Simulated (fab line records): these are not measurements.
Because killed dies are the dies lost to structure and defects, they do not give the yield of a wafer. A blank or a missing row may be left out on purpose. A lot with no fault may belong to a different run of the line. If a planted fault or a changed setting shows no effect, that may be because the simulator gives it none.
fab line records	flow n5-finfet	part 2 of 2: steps 4 to 6 of 6
record: lots: 22	wafers: 66	last-day: 19
route steps=1938 shown BEOL_M9@1417 BEOL_M10@1472
lots that met no fault: from a run of the same line without faults
start-h: the number of hours between the record's first day and the start of the first shown wafer of the lot	wait-h: hours elapsed since this lot's preceding step	" identical to the entry in the row above	L1.1+2: a row that stands for several wafers	- no value, or no start was given	* or withheld: withheld	< > ~ a bound
route shown NAME@n: a module of which the file shows steps, and the number in the route of the first	usual: mean/standard deviation of fault-free wafers	same: alike in all rows	chamber/n: place in a boat	sites: per-site readings	_std_site: standard deviation across them	_edge_site: outer sites' mean less inner sites'	radius-mm: for every site, how far away it sits from the centre of the wafer	mask NAME#n: copy n	behind: the last tool/chamber to shape the wafer	hold: the reason the lot was held/the length of the hold in hours/how it ended	device: which transistor (n, p or np) failed to switch	end of line: the same wafers' tests at the end of the route	for a step that has no rows: nothing shown but its recipe	killed: the dies lost at the first sort to structure and to defects; this is not the yield of the wafer	map: a wafer's dies, x killed, . not, _ none there
set.NAME: the setting as run; set.NAME@STEP: as run at that earlier step	model.NAME: the simulator's own value behind a step, which no gauge read
one table for each step of the route and one row for each wafer, over a sample of lots
services: a tool's chamber out of use, with start hour (start-h, from the record's first day; less than 0 if before it), hours out, and reason
== steps ==
step: N5_BEOL_M9_STRIP_80
recipe: chemistry: N2/H2	time-s: 10	power-w: 450	temp-c: 40	pressure-mtorr: 20	rf-frequency-hz: 6e+07	bias-power-w: 7	n2-flow-sccm: 200	h2-flow-sccm: 200
usual: bias-power-w: 6.996/0.02	drypump-motor-current-A: 5.8/0.54	oes-product-au: 0.79/0.088	rf-vpp-V: 59.1/0.87	showerhead-plenum-p-Torr: 2.53/0.081	throttle-valve-pct: 23.6/0.33
lot.wafer	tool	chamber	start-h	wait-h	bias-power-w	drypump-motor-current-A	oes-product-au	rf-hours-counter-h	rf-vpp-V	showerhead-plenum-p-Torr	throttle-valve-pct
L076.2	rie-diel-01	1	-	-	7.022	5.8	0.88	48	60.3	2.69	23.3
L076.5	"	3	"	"	6.980	5.4	0.95	-	58.4	2.48	22.9
L076.6	"	0	"	"	6.990	6.5	0.81	-	58.8	2.55	23.4
L074.2	rie-diel-02	2	-	-	6.978	6.4	0.93	12	58.6	2.48	23.6
L074.3	"	1	"	"	7.003	5.2	0.70	231	60.1	2.40	24.0
L074.6	"	0	"	"	6.973	5.6	0.91	-	58.6	2.48	23.4
L075.1	rie-diel-03	1	-	-	7.012	6.1	0.72	185	59.2	2.63	24.1
L075.2	"	3	"	"	6.984	6.7	0.88	36	59.7	2.59	23.4
L075.5	"	3	"	"	6.986	6.7	0.88	-	59.2	2.59	23.4
L077.1	rie-diel-02	3	-	-	7.005	6.2	0.68	234	59.2	2.41	24.0
L077.5	"	2	"	"	6.973	6.4	0.93	-	58.8	2.48	23.6
L077.6	"	3	"	"	7.015	6.2	0.68	-	58.4	2.41	24.0
L078.1	rie-diel-03	2	-	-	6.997	5.8	0.73	165	60.2	2.54	23.5
L078.3	"	1	"	"	7.011	6.1	0.71	194	59.7	2.62	24.2
L078.6	"	2	"	"	6.998	5.8	0.72	-	58.7	2.54	23.5
L079.3	rie-diel-02	1	-	-	6.993	5.2	0.69	235	58.0	2.40	24.0
L079.4	"	2	"	"	6.959	6.5	0.92	17	59.2	2.48	23.6
L079.6	"	3	"	"	7.009	6.2	0.68	-	59.4	2.41	24.0
L080.3	rie-diel-03	0	-	-	7.054	4.9	0.77	164	60.3	2.53	23.4
L080.4	"	1	"	"	6.935	6.0	0.71	196	61.2	2.62	24.1
L080.5	"	1	"	"	6.978	6.0	0.71	-	60.0	2.62	24.1
L083.3	rie-diel-02	2	-	-	7.014	6.4	0.91	23	57.8	2.48	23.6
L083.5	"	0	"	"	6.993	5.6	0.89	-	58.7	2.47	23.4
L083.6	"	1	"	"	7.003	5.2	0.70	-	58.9	2.40	24.1
L085.3	rie-diel-02	3	-	-	7.005	6.2	0.66	244	60.5	2.41	24.1
L085.4	"	1	"	"	6.976	5.2	0.69	239	59.4	2.40	24.0
L085.5	"	3	"	"	7.002	6.2	0.67	-	58.1	2.41	24.1
L084.2	rie-diel-03	2	-	-	6.957	5.8	0.72	175	58.8	2.54	23.5
L084.4	"	0	"	"	7.013	4.9	0.75	171	60.5	2.52	23.4
L084.6	"	1	"	"	6.984	6.0	0.71	-	60.5	2.62	24.1
L087.1	rie-diel-01	0	-	-	6.979	6.5	0.78	141	59.1	2.54	23.4
L087.2	"	1	"	"	6.990	5.8	0.85	72	59.2	2.68	23.3
L087.3	"	3	"	"	6.989	5.4	0.88	32	58.2	2.47	22.9
L089.1	rie-diel-03	1	-	-	6.992	6.0	0.70	212	60.5	2.62	24.2
L089.2	"	0	"	"	6.998	4.9	0.76	179	58.1	2.52	23.4
L089.3	"	2	"	"	7.001	5.8	0.71	185	59.4	2.53	23.5
L088.1	rie-diel-03	3	-	-	6.992	6.6	0.84	65	58.8	2.57	23.4
L088.4	"	0	"	"	6.975	4.9	0.74	180	60.0	2.52	23.5
L088.6	"	1	"	"	6.993	6.1	0.70	-	61.1	2.61	24.2
L086.3	rie-diel-02	1	-	-	7.006	5.2	0.68	253	58.8	2.39	24.1
L086.4	"	0	"	"	6.977	5.6	0.86	-	58.4	2.47	23.4
L086.6	"	1	"	"	7.021	5.2	0.68	-	57.4	2.39	24.1
L090.3	rie-diel-01	3	-	-	6.936	5.4	0.88	42	58.6	2.46	22.9
L090.4	"	0	"	"	7.024	6.5	0.78	149	59.7	2.54	23.4
L090.6	"	3	"	"	6.958	5.4	0.88	-	58.1	2.46	22.9
L093.1	rie-diel-03	1	-	-	7.050	6.0	0.69	223	59.1	2.61	24.2
L093.5	"	1	"	"	7.026	6.0	0.68	-	57.8	2.61	24.2
L093.6	"	2	"	"	6.994	5.8	0.70	-	58.8	2.53	23.5
L091.2	rie-diel-03	0	-	-	6.988	4.9	0.74	190	58.9	2.52	23.4
L091.4	"	2	"	"	7.012	5.8	0.70	196	59.5	2.53	23.5
L091.6	"	3	"	"	7.000	6.7	0.82	-	58.4	2.57	23.4
L092.4	rie-diel-01	1	-	-	6.982	5.7	0.83	88	60.6	2.67	23.3
L092.5	"	1	"	"	6.994	5.7	0.83	-	59.4	2.67	23.3
L092.6	"	0	"	"	6.996	6.5	0.77	-	58.5	2.54	23.4
L094.2	rie-diel-02	3	-	-	7.030	6.2	0.92	13	58.6	2.72	23.7
L094.3	"	2	"	"	6.985	6.4	0.84	55	59.6	2.47	23.6
L094.6	"	0	"	"	7.017	5.6	0.85	-	59.2	2.46	23.4
L095.2	rie-diel-03	3	-	-	6.975	6.6	0.81	82	58.6	2.57	23.4
L095.3	"	2	"	"	7.028	5.8	0.69	204	58.7	2.52	23.6
L095.4	"	0	"	"	6.986	4.9	0.74	197	60.4	2.51	23.5
L096.1	rie-diel-02	1	-	-	6.969	5.2	0.98	6	59.4	2.71	23.5
L096.3	"	3	"	"	6.985	6.2	0.90	18	60.2	2.72	23.7
L096.5	"	0	"	"	7.026	5.6	0.85	-	58.0	2.46	23.4
L097.1	rie-diel-03	3	-	-	7.021	6.7	0.82	83	60.2	2.56	23.4
L097.2	"	0	"	"	7.004	4.9	0.73	198	58.1	2.51	23.5
L097.3	"	2	"	"	6.994	5.8	0.69	205	58.4	2.52	23.6
step: N5_BEOL_M9_OCD_MEAS_38
usual: trench-depth-nm: 151.6/2.9
lot.wafer	tool	chamber	start-h	wait-h	trench-depth-nm
L076.2	ocd-01	-	223.66	-	153.1
L076.5	"	-	"	"	153.0
L076.6	"	-	"	"	149.4
L074.2	ocd-02	-	223.83	-	151.9
L074.3	"	-	"	"	149.9
L074.6	"	-	"	"	154.8
L075.1	ocd-01	-	229.60	-	148.9
L075.2	"	-	"	"	153.7
L075.5	"	-	"	"	154.4
L077.1	ocd-01	-	247.70	-	149.7
L077.5	"	-	"	"	154.6
L077.6	"	-	"	"	149.6
L078.1	ocd-01	-	250.61	-	150.5
L078.3	"	-	"	"	147.5
L078.6	"	-	"	"	148.6
L079.3	ocd-01	-	250.78	-	150.9
L079.4	"	-	"	"	154.5
L079.6	"	-	"	"	149.1
L080.3	ocd-02	-	257.83	-	151.2
L080.4	"	-	"	"	148.6
L080.5	"	-	"	"	148.2
L083.3	ocd-02	-	269.89	-	156.3
L083.5	"	-	"	"	157.4
L083.6	"	-	"	"	153.4
L085.3	ocd-02	-	273.94	-	148.7
L085.4	"	-	"	"	149.8
L085.5	"	-	"	"	147.3
L084.2	ocd-01	-	280.77	-	148.8
L084.4	"	-	"	"	150.2
L084.6	"	-	"	"	147.6
L087.1	ocd-01	-	300.37	-	150.0
L087.2	"	-	"	"	153.7
L087.3	"	-	"	"	151.0
L089.1	ocd-02	-	311.97	-	147.1
L089.2	"	-	"	"	152.1
L089.3	"	-	"	"	150.8
L088.1	ocd-01	-	315.32	-	155.5
L088.4	"	-	"	"	150.8
L088.6	"	-	"	"	145.8
L086.3	ocd-01	-	315.49	-	150.2
L086.4	"	-	"	"	154.5
L086.6	"	-	"	"	150.6
L090.3	ocd-02	-	324.17	-	151.2
L090.4	"	-	"	"	147.6
L090.6	"	-	"	"	151.2
L093.1	ocd-01	-	351.49	-	147.0
L093.5	"	-	"	"	146.2
L093.6	"	-	"	"	150.2
L091.2	ocd-02	-	351.92	-	149.7
L091.4	"	-	"	"	147.0
L091.6	"	-	"	"	152.5
L092.4	ocd-01	-	356.46	-	155.0
L092.5	"	-	"	"	155.1
L092.6	"	-	"	"	151.1
L094.2	ocd-01	-	358.49	-	153.3
L094.3	"	-	"	"	152.9
L094.6	"	-	"	"	154.1
L095.2	ocd-02	-	380.26	-	156.8
L095.3	"	-	"	"	149.1
L095.4	"	-	"	"	151.3
L096.1	ocd-02	-	380.30	-	154.8
L096.3	"	-	"	"	154.0
L096.5	"	-	"	"	155.1
L097.1	ocd-02	-	382.43	-	155.6
L097.2	"	-	"	"	149.9
L097.3	"	-	"	"	148.6
step: N5_BEOL_M10_THK_MEAS_01
recipe: reads: SiCOH_lowk_of_BEOL_M10_ILD_DEP_00
usual: M10_ILD_THK: 268/4.2
lot.wafer	tool	chamber	start-h	wait-h	M10_ILD_THK[nm]
L076.2	film-metro-02	-	227.66	0.4	273
L076.5	"	-	"	"	270
L076.6	"	-	"	"	279
L074.2	film-metro-02	-	229.22	0.4	264
L074.3	"	-	"	"	267
L074.6	"	-	"	"	271
L075.1	film-metro-01	-	239.62	0.4	268
L075.2	"	-	"	"	269
L075.5	"	-	"	"	274
L077.1	film-metro-02	-	252.54	0.4	267
L077.5	"	-	"	"	269
L077.6	"	-	"	"	266
L078.1	film-metro-02	-	253.34	0.4	267
L078.3	"	-	"	"	269
L078.6	"	-	"	"	269
L079.3	film-metro-02	-	253.60	0.3	274
L079.4	"	-	"	"	275
L079.6	"	-	"	"	271
L080.3	film-metro-02	-	261.00	0.3	258
L080.4	"	-	"	"	273
L080.5	"	-	"	"	267
L083.3	film-metro-01	-	274.12	0.5	267
L083.5	"	-	"	"	266
L083.6	"	-	"	"	269
L085.3	film-metro-02	-	283.17	0.5	263
L085.4	"	-	"	"	273
L085.5	"	-	"	"	266
L084.2	film-metro-01	-	285.22	0.7	267
L084.4	"	-	"	"	267
L084.6	"	-	"	"	272
L087.1	film-metro-02	-	304.23	0.4	270
L087.2	"	-	"	"	262
L087.3	"	-	"	"	268
L089.1	film-metro-02	-	315.06	0.4	260
L089.2	"	-	"	"	261
L089.3	"	-	"	"	268
L088.1	film-metro-02	-	319.94	0.4	270
L088.4	"	-	"	"	274
L088.6	"	-	"	"	270
L086.3	film-metro-02	-	320.81	0.5	272
L086.4	"	-	"	"	272
L086.6	"	-	"	"	271
L090.3	film-metro-02	-	327.15	0.3	270
L090.4	"	-	"	"	271
L090.6	"	-	"	"	268
L093.1	film-metro-02	-	354.79	0.4	265
L093.5	"	-	"	"	266
L093.6	"	-	"	"	267
L091.2	film-metro-02	-	355.85	0.7	266
L091.4	"	-	"	"	263
L091.6	"	-	"	"	266
L092.4	film-metro-01	-	359.91	0.2	270
L092.5	"	-	"	"	266
L092.6	"	-	"	"	273
L094.2	film-metro-01	-	362.49	0.4	263
L094.3	"	-	"	"	261
L094.6	"	-	"	"	265
L095.2	film-metro-01	-	383.67	0.4	267
L095.3	"	-	"	"	260
L095.4	"	-	"	"	268
L096.1	film-metro-02	-	383.82	0.4	268
L096.3	"	-	"	"	264
L096.5	"	-	"	"	270
L097.1	film-metro-02	-	385.76	0.4	272
L097.2	"	-	"	"	270
L097.3	"	-	"	"	272
== services ==
tool	chamber	start-h	hours	kind
rie-diel-01	3	216.72	5.4	repair
rie-diel-02	-	226.79	14.6	pm
rie-diel-02	0	275.91	6.9	repair
rie-diel-01	2	285.53	14.8	repair
rie-diel-02	3	302.17	-	clean
rie-diel-02	3	302.17	-	consumable-replace:focus-ring
rie-diel-02	3	302.17	-	consumable-replace:showerhead
rie-diel-02	3	302.17	17.7	scheduled-down
rie-diel-02	3	302.17	17.7	vent-cycle
rie-diel-02	1	320.25	-	clean
rie-diel-02	1	320.25	-	consumable-replace:esc
rie-diel-02	1	320.25	-	consumable-replace:focus-ring
rie-diel-02	1	320.25	-	consumable-replace:showerhead
rie-diel-02	1	320.25	34.3	scheduled-down
rie-diel-02	1	320.25	34.3	vent-cycle
